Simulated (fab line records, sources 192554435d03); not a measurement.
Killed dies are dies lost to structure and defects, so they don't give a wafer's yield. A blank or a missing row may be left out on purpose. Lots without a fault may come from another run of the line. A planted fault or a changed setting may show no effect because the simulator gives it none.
Chamber matching | flow n5_finfet | N5_HKMG_FIN_ETCH_31 on rie_diel-01: 4 sister chambers
The step etches SiARC in CF4, target depth 45.5 nm, time 75.8 s. 4 wafers are shown with their chamber, then 9 later ones without.

WAFERS WITH THEIR CHAMBER
wafer  | chamber | showerhead_plenum_p_Torr (Torr)
L085.4 | 2       | 2.27
L089.1 | 3       | 2.24
L089.4 | 0       | 2.19
L089.6 | 1       | 2.07

WAFERS WITHOUT THEIR CHAMBER
wafer  | showerhead_plenum_p_Torr (Torr)
L090.1 | 2.07
L090.2 | 2.19
L090.5 | 2.19
L096.1 | 2.23
L096.3 | 2.07
L096.5 | 2.19
L097.3 | 2.19
L097.4 | 2.07
L097.6 | 2.26

WHICH CHAMBER EACH WENT THROUGH
wafer  | from the rows above | in truth
L090.1 | 1                   | 1
L090.2 | 0                   | 0
L090.5 | 0                   | 0
L096.1 | 3                   | 3
L096.3 | 1                   | 1
L096.5 | 0                   | 0
L097.3 | 0                   | 0
L097.4 | 1                   | 1
L097.6 | 2                   | 2
Placed correctly: 9 of 9. Can't be placed from these rows: 0. Placed wrongly: 0.
How it was worked out, from the rows above alone: a wafer's distance from a chamber is the root of the sum, over the readings, of the square of ((its reading less the chamber's mean) divided by the reading's scatter). The wafer belongs to the nearest chamber; if the next one is less than 2 further off, it can't be placed. A chamber's mean is the mean of its shown wafers. The scatter: with one shown wafer a chamber, the root of the mean of the squares of how far each hidden wafer lies from its nearest shown one.
